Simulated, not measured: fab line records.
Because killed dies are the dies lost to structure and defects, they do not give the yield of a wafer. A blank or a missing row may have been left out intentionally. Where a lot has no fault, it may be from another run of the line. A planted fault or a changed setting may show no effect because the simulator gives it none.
fab line records	flow n5Finfet
record lots=7	wafers=21
route steps=1938 shown BEOL_M3@950 BEOL_M4@1047 BEOL_M5@1160 BEOL_M6@1224
startH: the number of hours between the record's first day and the start of the first shown wafer of the lot	waitH: time in hours since the lot's previous step	" identical to the entry in the row above	L1.1+2: a single row standing in for several wafers	- either no value or no given start	* or withheld: withheld	< > ~ a bound
route shown NAME@n: names a module that has steps shown in the file, with the first one's number in the route	usual: mean/standard deviation of fault-free wafers	same: alike in all rows	chamber/n: place in a boat	sites: readings site by site	_std_site: the standard deviation of these	_edge_site: outer sites' mean less inner sites'	radiusMm: for every site, how far away it sits from the centre of the wafer	mask NAME#n: copy n	behind: the tool/chamber that last shaped the wafer	hold: the reason the lot was held/the length of the hold in hours/how it ended	device: names the non-switching transistor (n, p or np)	end of line: tests run on the same wafers once the route is complete	where a step has no rows: the recipe by itself	killed: at the first sort, the dies lost to defects and structure; wafer yield is something else	map: dies across one wafer; x = killed, . = not, _ = none there
set.NAME: the run value of the setting; set.NAME@STEP: its run value at that earlier step	model.NAME: the simulator's own value behind a step, which no gauge read
lots whose settings were changed on purpose; a table a step, a row a wafer
## steps
# step N5_BEOL_M3_ETCH_64
# recipe chemistry=N2/H2	target=SOC	targetDepthA=750	overetchA=150	maskMaterial=SiARC	tempC=40	timeS=112.5	ionEnergyEv=200	pressureMtorr=30	sourceW=840	biasW=150	n2FlowSccm=200	h2FlowSccm=200
lot.wafer	tool	chamber	startH	waitH	set.timeS	model.SiARC_of_BEOL_M3_COAT_62.thkNm
L074.3+4+6	rieDiel-05	0,1,0	155.88	0.0	112.5	6.8
L075.2	rieDiel-02	2	159.99	0.0	112.5	6.4
L075.3+5	"	0	"	"	122.3	6.2
L083.2	rieDiel-02	2	206.79	0.0	119.3	6.2
L083.3+4	"	1,0	"	"	119.3	6.4
L088.2+3+5	rieDiel-06	0,3,3	248.07	0.0	112.5	6.8
L091.3+5	rieDiel-05	1	256.03	0.0	112.5	7
L091.4	"	0	"	"	125.3	6.4
L096.1	rieDiel-06	3	306.88	0.0	102	7.4
L096.2	"	1	"	"	102	7.2
L096.3	"	0	"	"	112.5	6.6
L097.2+3	rieDiel-06	1,3	316.16	0.0	103.1	7.2
L097.4	"	1	"	"	112.5	6.8
# step N5_BEOL_M3_STRIP_65
# recipe chemistry=N2/H2	tempC=40	n2FlowSccm=200	h2FlowSccm=200	rfFrequencyHz=6e+07
# step N5_BEOL_M3_STRIP_75
# recipe chemistry=N2/H2	tempC=40	n2FlowSccm=200	h2FlowSccm=200	rfFrequencyHz=6e+07
# step N5_BEOL_M3_STRIP_66
# recipe chemistry=CF4	resist=SiARC	powerW=300	biasPowerW=75	pressureMtorr=50	cf4FlowSccm=150	rfFrequencyHz=6e+07
# step N5_BEOL_M3_HM_OPEN_17
# recipe chemistry=Cl2/BCl3	targetDepthA=200	overetchA=60	target=TiN	maskMaterial=SOC	ionEnergyEv=150	pressureMtorr=10	icpW=1000	biasW=126	Cl2_flow_sccm=53.25	bcl3FlowSccm=21.75	Ar_flow_sccm=25
lot.wafer	tool	chamber	startH	waitH	set.doseMj@BEOL_M3_EXPOSE_08	model.BEOL_M3.cdOffsetNm
L074.3+6	rieMetal-01	1,0	156.08	0.1	33	-0.2
L074.4	"	0	"	"	33	0
L075.2	rieMetal-01	0	160.16	0.0	33	0
L075.3	"	0	"	"	31.6	-0.4
L075.5	"	0	"	"	33	0.4
L083.2	rieMetal-02	0	206.96	0.0	33	0
L083.3+4	"	1,0	"	"	33	0.2
L088.2+3+5	rieMetal-02	1,0,0	248.24	0.0	33	0.4
L091.3+5	rieMetal-03	1,0	256.23	0.1	33	-0.2
L091.4	"	0	"	"	31.74	-0.8
L096.1	rieMetal-01	1	307.05	0.0	33	0
L096.2	"	0	"	"	31.41	-1.2
L096.3	"	1	"	"	33	0.2
L097.2	rieMetal-02	1	316.32	0.0	33	-0.4
L097.3+4	"	0,1	"	"	33	0.2
# step N5_BEOL_M3_COAT_76
# recipe resist=underlayer	tempC=205	timeS=60	spinRpm=1500	resistThkNm=5
lot.wafer	tool	chamber	startH	waitH	set.spinRpm
L074.3	lithoTrack-03	0	-	-	1634
L074.4+6	"	0	"	"	1500
L075.2+3	lithoTrack-01	0	-	-	1407
L075.5	"	0	"	"	1500
L083.2+3	lithoTrack-03	0	-	-	1353
L083.4	"	0	"	"	1500
L088.2+3+5	lithoTrack-01	0	-	-	1500
L091.3+4	lithoTrack-05	0	-	-	1424
L091.5	"	0	"	"	1500
L096.1+2+3	lithoTrack-01	0	-	-	1500
L097.2	lithoTrack-01	0	-	-	1500
L097.3+4	"	0	"	"	1385
# step N5_BEOL_M3_EXPOSE_25
# recipe maskId=V2	na=0.33	sourceShape=quasar	sigmaInner=0.2	sigmaOuter=0.8	polarization=unpolarized	defocusNm=5	doseMj=63
lot.wafer	tool	chamber	startH	waitH	mask	set.doseMj
L074.3	euvScanner-01	0	156.56	-	V2#0	60.36
L074.4+6	"	0	"	"	V2#0	63
L075.2+3+5	euvScanner-02	0	160.68	-	V2#0	67.31
L083.2+4	euvScanner-01	0	207.32	-	V2#0	63
L083.3	"	0	"	"	V2#0	67.65
L088.2+3+5	euvScanner-01	0	248.73	-	V2#0	63
L091.3	euvScanner-01	0	256.57	-	V2#0	63
L091.4+5	"	0	"	"	V2#0	67.29
L096.1+3	euvScanner-01	0	307.40	-	V2#0	63
L096.2	"	0	"	"	V2#0	59.58
L097.2+3+4	euvScanner-01	0	316.72	-	V2#0	63
# step N5_BEOL_M3_PEB_26
# recipe pebTempC=100	pebTimeS=60	resist=CAR-EUV
# step N5_BEOL_M3_DEVELOP_27
# recipe developTimeS=30	developer=TMAH	resist=CAR-EUV	rinseLiquid=surfactantRinse	dry=airSpin	devTempC=23
# step N5_BEOL_M3_CD_MEAS_28
# recipe targetCdNm=25.7	landingEnergyEv=500	detector=seInlens	targetCdYNm=23.3	polarity=opening
# usual cdNm=25.69/0.23
lot.wafer	tool	chamber	startH	waitH	set.doseMj@BEOL_M3_EXPOSE_25	cdNm
L074.3	cdSem-01	0	156.69	-	60.36	24.90
L074.4	"	0	"	"	63	25.82
L074.6	"	0	"	"	63	25.40
L075.2	cdSem-02	0	160.81	-	67.31	26.72
L075.3	"	0	"	"	67.31	27.24
L075.5	"	0	"	"	67.31	26.80
L083.2	cdSem-01	0	207.46	-	63	25.25
L083.3	"	0	"	"	67.65	26.67
L083.4	"	0	"	"	63	25.42
L088.2	cdSem-01	0	248.87	-	63	25.86
L088.3	"	0	"	"	63	25.46
L088.5	"	0	"	"	63	25.58
L091.3	cdSem-01	0	256.70	-	63	25.85
L091.4	"	0	"	"	67.29	26.73
L091.5	"	0	"	"	67.29	26.91
L096.1	cdSem-01	0	307.55	-	63	25.98
L096.2	"	0	"	"	59.58	24.54
L096.3	"	0	"	"	63	25.64
L097.2	cdSem-01	0	316.85	-	63	25.69
L097.3	"	0	"	"	63	25.84
L097.4	"	0	"	"	63	25.84
# step N5_BEOL_M3_DESCUM_33
# recipe chemistry=O2	timeS=7	sourcePowerW=50	biasPowerW=20	pressureMtorr=20	rfFrequencyHz=2.712e+07	tempC=40	resist=CAR-EUV	o2FlowSccm=225
# step N5_BEOL_M3_ETCH_77
# recipe chemistry=N2/H2	target=underlayer	targetDepthA=65	maskMaterial=CAR-EUV	timeS=5.2	ionEnergyEv=200	pressureMtorr=30	sourceW=840	biasW=150	n2FlowSccm=200	h2FlowSccm=200	ends=cleared
# usual etchRfOnTimeS=5.23/0.072
lot.wafer	tool	chamber	startH	waitH	set.spinRpm@BEOL_M3_COAT_76	etchRfOnTimeS	model.etch.depthNm
L074.3	rieDiel-02	1	156.85	0.0	1634	4.93	4.785
L074.4	"	3	"	"	1500	5.04	4.996
L074.6	"	1	"	"	1500	5.10	4.995
L075.2	rieDiel-06	2	160.97	0.0	1407	5.49	5.154
L075.3	"	3	"	"	1407	5.40	5.151
L075.5	"	2	"	"	1500	5.18	4.991
L083.2	rieDiel-06	3	207.61	0.0	1353	5.50	5.235
L083.3	"	0	"	"	1353	5.44	5.24
L083.4	"	2	"	"	1500	5.22	4.968
L088.2	rieDiel-02	0	249.02	0.0	1500	5.16	4.987
L088.3	"	3	"	"	1500	5.05	4.981
L088.5	"	1	"	"	1500	5.12	4.977
L091.3	rieDiel-06	3	256.85	0.0	1424	5.44	5.136
L091.4	"	0	"	"	1424	5.39	5.125
L091.5	"	1	"	"	1500	5.27	4.998
L096.1	rieDiel-05	2	307.81	0.0	1500	5.24	5.002
L096.2	"	0	"	"	1500	5.24	5.013
L096.3	"	1	"	"	1500	5.17	5.002
L097.2	rieDiel-06	3	317.01	0.0	1500	5.31	5.011
L097.3	"	2	"	"	1385	5.48	5.212
L097.4	"	1	"	"	1385	5.53	5.216
# step N5_BEOL_M4_COAT_67
# recipe resist=SOC	tempC=250	timeS=60	spinRpm=1500	resistThkNm=60
lot.wafer	tool	chamber	startH	waitH	set.spinRpm	model.SOC_of_BEOL_M4_COAT_67.thkNm
L074.3	lithoTrack-01	0	182.51	0.0	1500	60.2
L074.4	"	0	"	"	1500	60
L074.6	"	0	"	"	1342	63.4
L075.2+3	lithoTrack-04	0	185.16	0.0	1615	57.8
L075.5	"	0	"	"	1500	60
L083.2+3	lithoTrack-04	0	227.80	0.0	1500	60
L083.4	"	0	"	"	1438	61.4
L088.2+5	lithoTrack-02	0	275.48	0.0	1500	60.4
L088.3	"	0	"	"	1500	60.6
L091.3	lithoTrack-04	0	283.77	0.0	1654	57.2
L091.4	"	0	"	"	1500	60.2
L091.5	"	0	"	"	1654	57.4
L096.1	lithoTrack-04	0	334.86	0.0	1500	60
L096.2	"	0	"	"	1500	59.8
L096.3	"	0	"	"	1385	62.4
L097.2	lithoTrack-02	0	339.20	0.0	1418	61.6
L097.3	"	0	"	"	1500	59.8
L097.4	"	0	"	"	1500	60
# step N5_BEOL_M4_COAT_22
# recipe resist=CAR-EUV	spinRpm=1500	resistThkNm=30
lot.wafer	tool	chamber	startH	waitH	set.spinRpm	model.CAR-EUV_of_BEOL_M4_COAT_22.thkNm
L074.3+4	lithoTrack-01	0	-	-	1500	30
L074.6	"	0	"	"	1666	28.4
L075.2	lithoTrack-04	0	-	-	1500	30
L075.3+5	"	0	"	"	1451	30.6
L083.2+4	lithoTrack-04	0	-	-	1621	29
L083.3	"	0	"	"	1500	30
L088.2	lithoTrack-02	0	-	-	1500	30.2
L088.3+5	"	0	"	"	1500	30
L091.3+4	lithoTrack-04	0	-	-	1380	31.4
L091.5	"	0	"	"	1500	30
L096.1	lithoTrack-04	0	-	-	1500	30
L096.2	"	0	"	"	1400	31.2
L096.3	"	0	"	"	1400	31
L097.2+4	lithoTrack-02	0	-	-	1637	28.8
L097.3	"	0	"	"	1500	30.2
# step N5_BEOL_M4_EBR_24
# recipe solvent=PGMEA	ebrWidthMm=1.5
# step N5_BEOL_M4_SOFTBAKE_23
# recipe tempC=110	timeS=60	resist=CAR-EUV
# step N5_BEOL_M4_ALD_98
# recipe material=SiO2	targetThkA=25	tempC=100	aldPrecursorFamily=BDEAS	aldCoReactant=O2-plasma	pulseTimeS=1	coReactantPulseTimeS=1	purgeTimeS=2	coReactantPurgeTimeS=2	aldCycles=17	pressureTorr=2
# step N5_BEOL_M4_ETCHBACK_99
# recipe chemistry=CHF3	target=SiO2	targetDepthA=50	timeS=10.4	sourceW=215	biasW=47	Ar_flow_sccm=200	CHF3_flow_sccm=12	ionEnergyEv=100	pressureMtorr=30
# step N5_BEOL_M4_ETCH_70
# recipe chemistry=N2/H2	target=SOC	targetDepthA=800	overetchA=240	maskMaterial=SiARC	tempC=40	timeS=130	ionEnergyEv=200	pressureMtorr=30	sourceW=840	biasW=150	n2FlowSccm=200	h2FlowSccm=200
lot.wafer	tool	chamber	startH	waitH	set.spinRpm@BEOL_M4_COAT_67	model.etch.depthNm
L074.3	rieDiel-01	2	188.98	0.0	1500	60.13
L074.4	"	0	"	"	1500	60.01
L074.6	"	2	"	"	1342	63.34
L075.2	rieDiel-04	1	195.37	0.0	1615	57.87
L075.3	"	0	"	"	1615	57.86
L075.5	"	1	"	"	1500	60.03
L083.2+3	rieDiel-01	2,1	240.81	0.0	1500	60.02
L083.4	"	3	"	"	1438	61.31
L088.2	rieDiel-03	0	291.18	0.0	1500	60.44
L088.3	"	2	"	"	1500	60.62
L088.5	"	2	"	"	1500	60.36
L091.3	rieDiel-04	2	294.77	0.0	1654	57.28
L091.4	"	3	"	"	1500	60.15
L091.5	"	2	"	"	1654	57.3
L096.1	rieDiel-04	0	340.47	0.0	1500	60.01
L096.2	"	3	"	"	1500	59.79
L096.3	"	2	"	"	1385	62.39
L097.2	rieDiel-01	2	343.70	0.0	1418	61.68
L097.3	"	0	"	"	1500	59.84
L097.4	"	3	"	"	1500	60
# step N5_BEOL_M4_STRIP_71
# recipe chemistry=N2/H2	tempC=40	n2FlowSccm=200	h2FlowSccm=200	rfFrequencyHz=6e+07
# step N5_BEOL_M4_STRIP_78
# recipe chemistry=N2/H2	tempC=40	n2FlowSccm=200	h2FlowSccm=200	rfFrequencyHz=6e+07
# step N5_BEOL_M4_VIA_ETCH_34
# recipe chemistry=C4F6/O2	targetDepthA=694	maskMaterial=SOC	pressureMtorr=15	ionEnergyEv=250	taperDeg=4	timeS=65.9	sourceW=350	biasW=170	Ar_flow_sccm=300	C4F6_flow_sccm=10	O2_flow_sccm=10
lot.wafer	tool	chamber	startH	waitH	set.spinRpm@BEOL_M4_COAT_67	model.SOC_of_BEOL_M4_COAT_67.thkNm
L074.3	rieDiel-01	2	189.09	0.0	1500	52
L074.4	"	0	"	"	1500	51.8
L074.6	"	2	"	"	1342	55.2
L075.2	rieDiel-04	1	195.48	0.0	1615	49.6
L075.3	"	0	"	"	1615	49.8
L075.5	"	1	"	"	1500	51.8
L083.2+3	rieDiel-01	2,1	240.92	0.0	1500	51.8
L083.4	"	3	"	"	1438	52.8
L088.2	rieDiel-03	0	291.29	0.0	1500	52.2
L088.3	"	2	"	"	1500	52.6
L088.5	"	2	"	"	1500	52.4
L091.3+5	rieDiel-04	2	294.87	0.0	1654	49
L091.4	"	3	"	"	1500	51.8
L096.1	rieDiel-04	0	340.58	0.0	1500	52
L096.2	"	3	"	"	1500	51.6
L096.3	"	2	"	"	1385	54.2
L097.2	rieDiel-01	2	343.81	0.0	1418	53.6
L097.3	"	0	"	"	1500	51.6
L097.4	"	3	"	"	1500	51.8
# step N5_BEOL_M5_TRENCH_ETCH_37
# recipe chemistry=C4F6/O2	targetDepthA=716.52	target=SiCOH_lowk	timeS=24.7	ionEnergyEv=250	pressureMtorr=30	sourceW=345	biasW=185	Ar_flow_sccm=300	C4F6_flow_sccm=10	O2_flow_sccm=10
# usual rfVppV=666/6.2
lot.wafer	tool	chamber	startH	waitH	set.sourceW	rfVppV
L074.3	rieDiel-06	2	-	-	393.3	619
L074.4	"	1	"	"	345	671
L074.6	"	3	"	"	345	664
L075.2	rieDiel-02	2	-	-	345	681
L075.3	"	0	"	"	345	670
L075.5	"	1	"	"	362.3	653
L083.2	rieDiel-05	2	-	-	329.3	685
L083.3	"	1	"	"	345	656
L083.4	"	0	"	"	345	669
L088.2	rieDiel-06	0	-	-	345	656
L088.3	"	3	"	"	345	662
L088.5	"	1	"	"	345	671
L091.3	rieDiel-06	2	-	-	345	660
L091.4	"	0	"	"	345	656
L091.5	"	2	"	"	345	661
L096.1	rieDiel-05	0	-	-	345	669
L096.2	"	2	"	"	345	668
L096.3	"	1	"	"	310.8	693
L097.2	rieDiel-05	0	-	-	321.8	693
L097.3	"	1	"	"	321.8	678
L097.4	"	3	"	"	345	668
# step N5_BEOL_M5_ETCH_41
# recipe chemistry=CH3F/O2	target=SiCN	targetDepthA=315	taperDeg=2	timeS=56.7	ionEnergyEv=120	maskMaterial=TiN	pressureMtorr=30	sourceW=395	biasW=75	Ar_flow_sccm=150	CH3F_flow_sccm=30	O2_flow_sccm=20
# usual rfVppV=297.3/1.6
lot.wafer	tool	chamber	startH	waitH	set.sourceW	rfVppV	model.etch.depthNm
L074.3	rieDiel-06	2	-	-	460	281.9	22.6
L074.4	"	1	"	"	395	296.1	21.52
L074.6	"	3	"	"	395	296.5	21.23
L075.2	rieDiel-02	2	-	-	395	298.0	22.11
L075.3	"	0	"	"	352	308.0	20.51
L075.5	"	1	"	"	395	300.0	21.58
L083.2	rieDiel-05	2	-	-	444.7	284.2	22.54
L083.3	"	1	"	"	395	298.4	21.18
L083.4	"	0	"	"	444.7	287.3	22.07
L088.2	rieDiel-06	0	-	-	395	295.3	21.77
L088.3	"	3	"	"	395	294.6	21.15
L088.5	"	1	"	"	395	296.3	21.26
L091.3	rieDiel-06	2	-	-	395	295.7	21.42
L091.4	"	0	"	"	395	296.2	21.93
L091.5	"	2	"	"	395	296.7	21.44
L096.1	rieDiel-05	0	-	-	395	299.8	20.93
L096.2	"	2	"	"	374.8	300.7	20.95
L096.3	"	1	"	"	374.8	302.2	20.9
L097.2	rieDiel-05	0	-	-	395	298.2	21.2
L097.3	"	1	"	"	395	296.8	21.35
L097.4	"	3	"	"	395	298.2	21.01
# step N5_BEOL_M6_EXPOSE_25
# recipe maskId=V5	na=0.33	sourceShape=annular	sigmaInner=0.4	sigmaOuter=0.8	polarization=unpolarized	targetCdNm=40	doseMj=45
lot.wafer	tool	chamber	startH	waitH	mask	set.doseMj
L074.3+4+6	euvScanner-01	0	211.17	-	V5#0	45
L075.2+3+5	euvScanner-01	0	222.21	-	V5#0	45
L083.2	euvScanner-01	0	267.16	-	V5#0	45
L083.3+4	"	0	"	"	V5#0	46.88
L088.2+3+5	euvScanner-02	0	313.47	-	V5#0	45
L091.3	euvScanner-02	0	316.94	-	V5#0	45
L091.4+5	"	0	"	"	V5#0	47.57
L096.1+3	euvScanner-02	0	361.68	-	V5#0	43.51
L096.2	"	0	"	"	V5#0	45
L097.2+4	euvScanner-02	0	366.75	-	V5#0	46.23
L097.3	"	0	"	"	V5#0	45
# step N5_BEOL_M6_PEB_26
# recipe pebTempC=100	pebTimeS=60	resist=CAR-EUV
# step N5_BEOL_M6_DEVELOP_27
# recipe developTimeS=30	developer=TMAH	resist=CAR-EUV	rinseLiquid=surfactantRinse	dry=airSpin	devTempC=23
# step N5_BEOL_M6_CD_MEAS_28
# recipe targetCdNm=40	landingEnergyEv=500	detector=seInlens
# usual cdNm=39.99/0.24
lot.wafer	tool	chamber	startH	waitH	set.doseMj@BEOL_M6_EXPOSE_25	cdNm
L074.3	cdSem-03	0	211.30	-	45	39.68
L074.4	"	0	"	"	45	39.82
L074.6	"	0	"	"	45	40.26
L075.2	cdSem-02	0	222.34	-	45	40.11
L075.3	"	0	"	"	45	40.10
L075.5	"	0	"	"	45	40.36
L083.2	cdSem-02	0	267.29	-	45	39.95
L083.3	"	0	"	"	46.88	40.51
L083.4	"	0	"	"	46.88	41.13
L088.2	cdSem-03	0	313.59	-	45	39.81
L088.3	"	0	"	"	45	39.57
L088.5	"	0	"	"	45	39.93
L091.3	cdSem-02	0	317.07	-	45	40.28
L091.4	"	0	"	"	47.57	41.17
L091.5	"	0	"	"	47.57	41.15
L096.1	cdSem-01	0	361.81	-	43.51	39.15
L096.2	"	0	"	"	45	39.99
L096.3	"	0	"	"	43.51	39.22
L097.2	cdSem-03	0	366.87	-	46.23	40.78
L097.3	"	0	"	"	45	39.80
L097.4	"	0	"	"	46.23	40.39
# step N5_BEOL_M6_DESCUM_33
# recipe chemistry=O2	timeS=7	sourcePowerW=50	biasPowerW=20	pressureMtorr=20	rfFrequencyHz=2.712e+07	tempC=40	resist=CAR-EUV	o2FlowSccm=225
lot.wafer	tool	chamber	startH	waitH	set.doseMj@BEOL_M6_EXPOSE_25	model.BEOL_M6.cdNm
L074.3+6	rieDiel-03	0,3	211.42	0.0	45	40
L074.4	"	2	"	"	45	39.8
L075.2	rieDiel-03	0	222.46	0.0	45	40
L075.3	"	1	"	"	45	39.8
L075.5	"	0	"	"	45	40.2
L083.2	rieDiel-03	3	267.41	0.0	45	40
L083.3+4	"	1,2	"	"	46.88	41
L088.2	rieDiel-01	0	313.72	0.0	45	40.2
L088.3+5	"	1,3	"	"	45	40
L091.3	rieDiel-03	3	317.25	0.1	45	40.4
L091.4	"	1	"	"	47.57	41.4
L091.5	"	0	"	"	47.57	41.2
L096.1	rieDiel-01	2	362.13	0.2	43.51	39.2
L096.2	"	1	"	"	45	40
L096.3	"	3	"	"	43.51	39.4
L097.2+4	rieDiel-03	3,1	366.99	0.0	46.23	40.6
L097.3	"	0	"	"	45	40
# step N5_BEOL_M6_ETCH_72
# recipe chemistry=N2/H2	target=underlayer	targetDepthA=65	maskMaterial=CAR-EUV	timeS=5.2	ionEnergyEv=200	pressureMtorr=30	sourceW=840	biasW=150	n2FlowSccm=200	h2FlowSccm=200	ends=cleared
lot.wafer	tool	chamber	startH	waitH	set.doseMj@BEOL_M6_EXPOSE_25	model.BEOL_M6.cdNm
L074.3	rieDiel-03	0	211.45	0.0	45	39.8
L074.4+6	"	2,3	"	"	45	40
L075.2+5	rieDiel-03	0	222.50	0.0	45	40
L075.3	"	1	"	"	45	39.8
L083.2	rieDiel-03	3	267.44	0.0	45	40
L083.3+4	"	1,2	"	"	46.88	41
L088.2	rieDiel-01	0	313.75	0.0	45	40.2
L088.3+5	"	1,3	"	"	45	40
L091.3	rieDiel-03	3	317.29	0.0	45	40.2
L091.4	"	1	"	"	47.57	41.4
L091.5	"	0	"	"	47.57	41.2
L096.1+3	rieDiel-01	2,3	362.17	0.0	43.51	39.2
L096.2	"	1	"	"	45	40
L097.2+4	rieDiel-03	3,1	367.03	0.0	46.23	40.6
L097.3	"	0	"	"	45	40
# step N5_BEOL_M6_ETCH_65
# recipe chemistry=CF4	target=SiARC	targetDepthA=156	maskMaterial=CAR-EUV	timeS=26	ionEnergyEv=80	pressureMtorr=40	sourceW=545	biasW=36	Ar_flow_sccm=100	cf4FlowSccm=100	ends=cleared
lot.wafer	tool	chamber	startH	waitH	set.doseMj@BEOL_M6_EXPOSE_25	model.BEOL_M6.cdNm
L074.3+4	rieDiel-03	0,2	211.47	0.0	45	40
L074.6	"	3	"	"	45	40.2
L075.2+5	rieDiel-03	0	222.51	0.0	45	40
L075.3	"	1	"	"	45	39.8
L083.2	rieDiel-03	3	267.46	0.0	45	40.2
L083.3	"	1	"	"	46.88	41
L083.4	"	2	"	"	46.88	40.8
L088.2	rieDiel-01	0	313.77	0.0	45	40.2
L088.3	"	1	"	"	45	39.8
L088.5	"	3	"	"	45	40
L091.3	rieDiel-03	3	317.30	0.0	45	40.4
L091.4	"	1	"	"	47.57	41.4
L091.5	"	0	"	"	47.57	41.2
L096.1	rieDiel-01	2	362.18	0.0	43.51	39.2
L096.2	"	1	"	"	45	40
L096.3	"	3	"	"	43.51	39.4
L097.2+4	rieDiel-03	3,1	367.05	0.0	46.23	40.6
L097.3	"	0	"	"	45	39.8
## key
split step=N5_BEOL_M3_ETCH_64	setting=timeS	stated=112.5	by=wafer
response step=N5_BEOL_M3_ETCH_64	reading=model.SiARC_of_BEOL_M3_COAT_62.thkNm	change=-0.0509	per=1%	r=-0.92
split step=N5_BEOL_M3_COAT_76	setting=spinRpm	stated=1500	by=wafer
response step=N5_BEOL_M3_ETCH_77	reading=etchRfOnTimeS	change=*	per=1%	r=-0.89
response step=N5_BEOL_M3_ETCH_77	reading=model.etch.depthNm	change=-0.026	per=1%	r=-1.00
split step=N5_BEOL_M3_EXPOSE_25	setting=doseMj	stated=63	by=wafer
response step=N5_BEOL_M3_CD_MEAS_28	reading=cdNm	change=+0.178	per=1%	r=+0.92
split step=N5_BEOL_M4_COAT_67	setting=spinRpm	stated=1500	by=wafer
response step=N5_BEOL_M4_COAT_67	reading=model.SOC_of_BEOL_M4_COAT_67.thkNm	change=-0.304	per=1%	r=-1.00
response step=N5_BEOL_M4_ETCH_70	reading=model.etch.depthNm	change=-0.301	per=1%	r=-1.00
response step=N5_BEOL_M4_VIA_ETCH_34	reading=model.SOC_of_BEOL_M4_COAT_67.thkNm	change=-0.295	per=1%	r=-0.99
split step=N5_BEOL_M4_COAT_22	setting=spinRpm	stated=1500	by=wafer
response step=N5_BEOL_M4_COAT_22	reading=model.CAR-EUV_of_BEOL_M4_COAT_22.thkNm	change=-0.151	per=1%	r=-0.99
split step=N5_BEOL_M5_TRENCH_ETCH_37	setting=sourceW	stated=345	by=wafer
response step=N5_BEOL_M5_TRENCH_ETCH_37	reading=rfVppV	change=-3.23	per=1%	r=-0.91
split step=N5_BEOL_M5_ETCH_41	setting=sourceW	stated=395	by=wafer
response step=N5_BEOL_M5_ETCH_41	reading=rfVppV	change=-0.874	per=1%	r=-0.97
response step=N5_BEOL_M5_ETCH_41	reading=model.etch.depthNm	change=+0.0853	per=1%	r=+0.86
split step=N5_BEOL_M6_EXPOSE_25	setting=doseMj	stated=45	by=wafer
response step=N5_BEOL_M6_CD_MEAS_28	reading=cdNm	change=+0.197	per=1%	r=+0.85
response step=N5_BEOL_M6_DESCUM_33	reading=model.BEOL_M6.cdNm	change=+0.194	per=1%	r=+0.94
response step=N5_BEOL_M6_ETCH_72	reading=model.BEOL_M6.cdNm	change=+0.215	per=1%	r=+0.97
response step=N5_BEOL_M6_ETCH_65	reading=model.BEOL_M6.cdNm	change=+0.183	per=1%	r=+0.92
split outsideThisFile step=N5_BEOL_M3_EXPOSE_08 setting=doseMj
# split outsideThisFile: this setting was split too, and the file shows its column; the key of that split is in another file
